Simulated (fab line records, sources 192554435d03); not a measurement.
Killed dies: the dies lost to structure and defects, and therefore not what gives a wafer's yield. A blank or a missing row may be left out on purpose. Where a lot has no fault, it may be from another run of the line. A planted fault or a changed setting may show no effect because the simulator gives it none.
Matching of chambers || flow n5Finfet || 4 sister chambers for N5_BEOL_M10_DESCUM_33 on rieDiel-04
The step chemistry O2, time 7.9 s. 16 wafers are shown with their chamber, then 8 later ones without.

WAFERS, EACH WITH ITS CHAMBER
{"wafer": "L075.3", "chamber": 1, "showerheadPlenumPTorr (Torr)": 1.99, "drypumpMotorCurrentA (A)": 4.9, "throttleValvePct (%)": 20.60}
{"wafer": "L075.5", "chamber": 3, "showerheadPlenumPTorr (Torr)": 2.23, "drypumpMotorCurrentA (A)": 5.3, "throttleValvePct (%)": 20.21}
{"wafer": "L075.6", "chamber": 2, "showerheadPlenumPTorr (Torr)": 2.01, "drypumpMotorCurrentA (A)": 6.1, "throttleValvePct (%)": 21.04}
{"wafer": "L077.3", "chamber": 0, "showerheadPlenumPTorr (Torr)": 2.15, "drypumpMotorCurrentA (A)": 5.5, "throttleValvePct (%)": 20.21}
{"wafer": "L077.4", "chamber": 1, "showerheadPlenumPTorr (Torr)": 1.99, "drypumpMotorCurrentA (A)": 4.9, "throttleValvePct (%)": 20.60}
{"wafer": "L077.6", "chamber": 0, "showerheadPlenumPTorr (Torr)": 2.15, "drypumpMotorCurrentA (A)": 5.5, "throttleValvePct (%)": 20.20}
{"wafer": "L079.4", "chamber": 2, "showerheadPlenumPTorr (Torr)": 2.01, "drypumpMotorCurrentA (A)": 6.2, "throttleValvePct (%)": 21.04}
{"wafer": "L079.5", "chamber": 2, "showerheadPlenumPTorr (Torr)": 2.01, "drypumpMotorCurrentA (A)": 6.2, "throttleValvePct (%)": 21.02}
{"wafer": "L079.6", "chamber": 1, "showerheadPlenumPTorr (Torr)": 1.99, "drypumpMotorCurrentA (A)": 4.9, "throttleValvePct (%)": 20.62}
{"wafer": "L083.4", "chamber": 3, "showerheadPlenumPTorr (Torr)": 2.23, "drypumpMotorCurrentA (A)": 5.3, "throttleValvePct (%)": 20.22}
{"wafer": "L083.5", "chamber": 2, "showerheadPlenumPTorr (Torr)": 2.00, "drypumpMotorCurrentA (A)": 6.1, "throttleValvePct (%)": 21.05}
{"wafer": "L083.6", "chamber": 1, "showerheadPlenumPTorr (Torr)": 1.99, "drypumpMotorCurrentA (A)": 4.9, "throttleValvePct (%)": 20.63}
{"wafer": "L082.1", "chamber": 3, "showerheadPlenumPTorr (Torr)": 2.22, "drypumpMotorCurrentA (A)": 5.3, "throttleValvePct (%)": 20.24}
{"wafer": "L082.4", "chamber": 3, "showerheadPlenumPTorr (Torr)": 2.22, "drypumpMotorCurrentA (A)": 5.3, "throttleValvePct (%)": 20.23}
{"wafer": "L082.6", "chamber": 0, "showerheadPlenumPTorr (Torr)": 2.15, "drypumpMotorCurrentA (A)": 5.5, "throttleValvePct (%)": 20.22}
{"wafer": "L085.1", "chamber": 3, "showerheadPlenumPTorr (Torr)": 2.22, "drypumpMotorCurrentA (A)": 5.3, "throttleValvePct (%)": 20.24}

SIGNATURES (means of the wafers above)
{"reading": "showerheadPlenumPTorr", "chamber 0": 2.1500, "chamber 1": 1.9900, "chamber 2": 2.0075, "chamber 3": 2.2240, "scatter within a chamber": 0.00403}
{"reading": "drypumpMotorCurrentA", "chamber 0": 5.500, "chamber 1": 4.900, "chamber 2": 6.150, "chamber 3": 5.300, "scatter within a chamber": 0.0289}
{"reading": "throttleValvePct", "chamber 0": 20.2100, "chamber 1": 20.6125, "chamber 2": 21.0375, "chamber 3": 20.2280, "scatter within a chamber": 0.013}
Rule: for each reading, subtract the chamber's mean from the wafer's reading, divide by that reading's scatter and square the result; add these up over the readings and take the root, which gives the wafer's distance from the chamber. The wafer belongs to the nearest chamber; if the next one is less than 2 further off, it can't be placed. The scatter: take each reading less its chamber's mean, square it, sum over the shown wafers, divide by the number of wafers less the number of chambers, and take the root.

WAFERS WHOSE CHAMBER IS MISSING
{"wafer": "L085.4", "showerheadPlenumPTorr (Torr)": 2.15, "drypumpMotorCurrentA (A)": 5.5, "throttleValvePct (%)": 20.24}
{"wafer": "L085.5", "showerheadPlenumPTorr (Torr)": 2.22, "drypumpMotorCurrentA (A)": 5.3, "throttleValvePct (%)": 20.24}
{"wafer": "L089.2", "showerheadPlenumPTorr (Torr)": 2.22, "drypumpMotorCurrentA (A)": 5.3, "throttleValvePct (%)": 20.27}
{"wafer": "L089.4", "showerheadPlenumPTorr (Torr)": 2.27, "drypumpMotorCurrentA (A)": 6.2, "throttleValvePct (%)": 20.61}
{"wafer": "L089.5", "showerheadPlenumPTorr (Torr)": 2.22, "drypumpMotorCurrentA (A)": 5.3, "throttleValvePct (%)": 20.28}
{"wafer": "L093.1", "showerheadPlenumPTorr (Torr)": 2.14, "drypumpMotorCurrentA (A)": 5.5, "throttleValvePct (%)": 20.26}
{"wafer": "L093.2", "showerheadPlenumPTorr (Torr)": 2.21, "drypumpMotorCurrentA (A)": 5.3, "throttleValvePct (%)": 20.27}
{"wafer": "L093.3", "showerheadPlenumPTorr (Torr)": 2.27, "drypumpMotorCurrentA (A)": 6.2, "throttleValvePct (%)": 20.65}

EACH ONE'S CHAMBER
{"wafer": "L085.4", "from the rows above": 0, "in truth": 0}
{"wafer": "L085.5", "from the rows above": 3, "in truth": 3}
{"wafer": "L089.2", "from the rows above": 3, "in truth": 3}
{"wafer": "L089.4", "from the rows above": 3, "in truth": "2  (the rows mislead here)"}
{"wafer": "L089.5", "from the rows above": 3, "in truth": 3}
{"wafer": "L093.1", "from the rows above": 0, "in truth": 0}
{"wafer": "L093.2", "from the rows above": 3, "in truth": 3}
{"wafer": "L093.3", "from the rows above": 3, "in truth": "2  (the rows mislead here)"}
Placed correctly: 6 of 8. Not placeable from these rows: 0. Number placed wrongly: 2.
